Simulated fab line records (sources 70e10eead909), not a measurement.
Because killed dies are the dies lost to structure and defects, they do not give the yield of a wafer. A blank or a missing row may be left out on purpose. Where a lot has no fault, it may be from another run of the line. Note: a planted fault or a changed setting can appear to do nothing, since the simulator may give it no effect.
Which of the tools did it? ; flow nand harc ; 39 wafers from 13 lots sampled at 5 of the route's 1159 steps

## WHAT THE GAUGES SHOWED, per wafer
NHARC_P_GATE_CD_MEAS_59: target cd 720 nm.
lot;measured;on;cd nm (nm)
L369;day 5 09:35;cd sem-03;718.5 717.0 720.8
L368;day 5 10:05;cd sem-01;718.0 720.5 720.8
L371;day 5 23:50;cd sem-01;721.8 718.8 721.1
L370;day 6 00:44;cd sem-02;718.1 716.8 718.7
L372;day 6 04:23;cd sem-01;719.7 720.6 718.1
L378;day 7 18:31;cd sem-03;718.4 720.1 717.9
L377;day 7 19:02;cd sem-03;719.4 719.5 720.6
L381;day 8 10:59;cd sem-03;718.0 717.2 717.7
L382;day 8 11:56;cd sem-02;718.7 718.8 719.0
L385;day 9 13:20;cd sem-01;717.9 719.0 718.1
L388;day 10 06:34;cd sem-03;717.0 719.1 718.6
L390;day 10 21:25;cd sem-01;720.5 718.1 718.4
L391;day 11 01:29;cd sem-03;720.5 722.3 721.3

NHARC_END_SORT_01.
lot;measured;on;killed at array;killed at other;killed at periphery;killed dies;killed open;killed short
L377;day 22 06:39;prober-02;40 24 35;4 3 1;3 3 1;47 30 37;4 1 0;1 3 2

## TOOL THAT RAN EACH LOT (tool first, then ch and the chambers of the sampled wafers, then the start)
lot;NHARC_P_GATE_DESCUM_61;NHARC_P_GATE_RTA_64;NHARC_P_CONTACT_DEP_30
L369;rie diel-03 ch 1,2,3, day 5 09:45;rtp anneal-02 ch 0, day 5 13:35;pecvd-01 ch 0,1, day 5 15:05
L368;rie diel-11 ch 0,1,3, day 5 10:16;rtp anneal-02 ch 0, day 5 13:55;pecvd-02 ch 0,1,2, day 5 15:49
L371;rie diel-03 ch 0,2,3, day 6 00:01;rtp anneal-01 ch 0, day 6 03:23;pecvd-04 ch 1,2, day 6 04:43
L370;rie diel-03 ch 0,3, day 6 00:59;rtp anneal-02 ch 0, day 6 04:13;pecvd-01 ch 2, day 6 05:35
L372;rie diel-03 ch 0,2,3, day 6 04:36;rtp anneal-01 ch 0, day 6 07:49;pecvd-01 ch 0,2, day 6 09:12
L378;rie diel-04 ch 1,2,3, day 7 18:40;rtp anneal-01 ch 0, day 7 22:05;pecvd-01 ch 1,2, day 7 23:32
L377;rie diel-03 ch 0,1, day 7 19:13;rtp anneal-01 ch 0, day 8 03:27;pecvd-02 ch 1,2, day 8 04:49
L381;rie diel-03 ch 2,3, day 8 11:09;rtp anneal-02 ch 0, day 8 14:40;pecvd-01 ch 0,1,2, day 8 16:22
L382;rie diel-04 ch 1,2, day 8 12:06;rtp anneal-02 ch 0, day 8 15:43;pecvd-01 ch 0,1,2, day 8 17:05
L385;rie diel-03 ch 0,1,3, day 9 13:30;rtp anneal-02 ch 0, day 9 16:46;pecvd-02 ch 0,1, day 9 18:08
L388;rie diel-04 ch 0,1,2, day 10 06:46;rtp anneal-01 ch 0, day 10 10:09;pecvd-02 ch 0,1,2, day 10 11:30
L390;rie diel-11 ch 1,2,3, day 10 21:36;rtp anneal-02 ch 0, day 11 01:20;pecvd-02 ch 1,2, day 11 02:55
L391;rie diel-04 ch 2,3, day 11 01:39;rtp anneal-02 ch 0, day 11 04:53;pecvd-04 ch 0,1, day 11 06:59
- NHARC_P_GATE_DESCUM_61: chemistry O2, time 3 s.
- NHARC_P_GATE_RTA_64: time 1 s.
- NHARC_P_CONTACT_DEP_30: deposits SiNx, target thk 30 nm.

## WHAT THE TOOLS THEMSELVES READ (means of the sampled wafers that have a number; where no wafer has one, the mark that the record gives instead)
NHARC_P_GATE_DESCUM_61.
lot;tool;drypump motor current A (A);oes product au (a.u.);rf vpp V (V);showerhead plenum p Torr (Torr);throttle valve pct (%)
L369;rie diel-03;5.8;0.997;58.6;2.01;11.321
L368;rie diel-11;5.6;1.001;59.1;1.96;11.311
L371;rie diel-03;5.7;0.995;57.7;1.93;11.310
L370;rie diel-03;6.0;0.999;57.2;1.93;11.313
L372;rie diel-03;5.7;0.997;57.8;1.93;11.324
L378;rie diel-04;5.6;1.000;57.2;1.91;11.314
L377;rie diel-03;5.5;0.995;58.1;1.89;11.306
L381;rie diel-03;6.1;0.997;59.4;1.99;11.307
L382;rie diel-04;5.4;0.998;57.7;1.88;11.308
L385;rie diel-03;5.8;0.995;57.2;1.95;11.314
L388;rie diel-04;5.6;1.007;57.9;1.91;11.311
L390;rie diel-11;5.8;1.004;57.3;1.99;11.313
L391;rie diel-04;5.8;0.996;57.8;1.89;11.306

NHARC_P_GATE_RTA_64.
lot;tool;lamp power pct (%);wafer_temp_C_max
L369;rtp anneal-02;38.9;1059.0
L368;rtp anneal-02;38.9;1058.5
L371;rtp anneal-01;37.8;1056.5
L370;rtp anneal-02;38.9;1057.6
L372;rtp anneal-01;37.9;1054.6
L378;rtp anneal-01;37.9;1055.2
L377;rtp anneal-01;37.9;1054.0
L381;rtp anneal-02;38.9;1058.3
L382;rtp anneal-02;38.9;1058.7
L385;rtp anneal-02;38.9;1057.1
L388;rtp anneal-01;37.9;1054.9
L390;rtp anneal-02;38.9;1056.7
L391;rtp anneal-02;38.9;1058.6

NHARC_P_CONTACT_DEP_30.
lot;tool;heater power w (W);rf fwd power W (W)
L369;pecvd-01;754;450.0
L368;pecvd-02;748;446.9
L371;pecvd-04;783;448.4
L370;pecvd-01;732;448.9
L372;pecvd-01;683;447.6
L378;pecvd-01;958;400.6
L377;pecvd-02;748;449.4
L381;pecvd-01;782;424.9
L382;pecvd-01;768;424.2
L385;pecvd-02;656;448.9
L388;pecvd-02;754;448.8
L390;pecvd-02;750;448.6
L391;pecvd-04;781;448.6

## THE ANSWER, worked out from the rows above alone
Rule: usual is defined by the lots themselves. Put in order of their means at a reading, lots are off if they are a third of the lots or fewer, leave a main group of 4 or more, and stand apart from it by a gap of 3 or more times the standard deviation of the main group's means; of several such gaps the widest counts. If all means in a main group match to the digits the tables above print for the reading, that group is not used. A lot without any number at a reading at which 4 lots or more have one is off too. Where the step has rows for the other lots, those lots are counted as sound. First the gauges in route order, then the tools' own readings, where a lot's mean is used as printed above. At the first step where some lot is off, the reading lying furthest off is the one used; lots without a number count as furthest.
Off, at NHARC_P_CONTACT_DEP_30 on rf fwd power W: L378, L381, L382. The main group: mean 448.6 W, standard deviation 0.82.
A tool fits if, at that step or a process step before it, it ran every lot that is off, and no sound lot after the first of them. One fits: NHARC_P_CONTACT_DEP_30 on pecvd-01. Its last sound lot is L372 (day 6 09:12), its first lot that is off L378 (day 7 23:32): a fault that began between those two fits.
On the lots that are off, the tool's own readings at NHARC_P_CONTACT_DEP_30 differ by more than 5 times the standard deviation of the sound lots' means, which bears it out; rf fwd power W reads 416.6 W there versus 448.6 W on the sound lots.

## WHAT WAS PUT IN BY THE SIMULATOR
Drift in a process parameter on pecvd-01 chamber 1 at NHARC_P_CONTACT_DEP_30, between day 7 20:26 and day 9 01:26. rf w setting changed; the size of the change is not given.
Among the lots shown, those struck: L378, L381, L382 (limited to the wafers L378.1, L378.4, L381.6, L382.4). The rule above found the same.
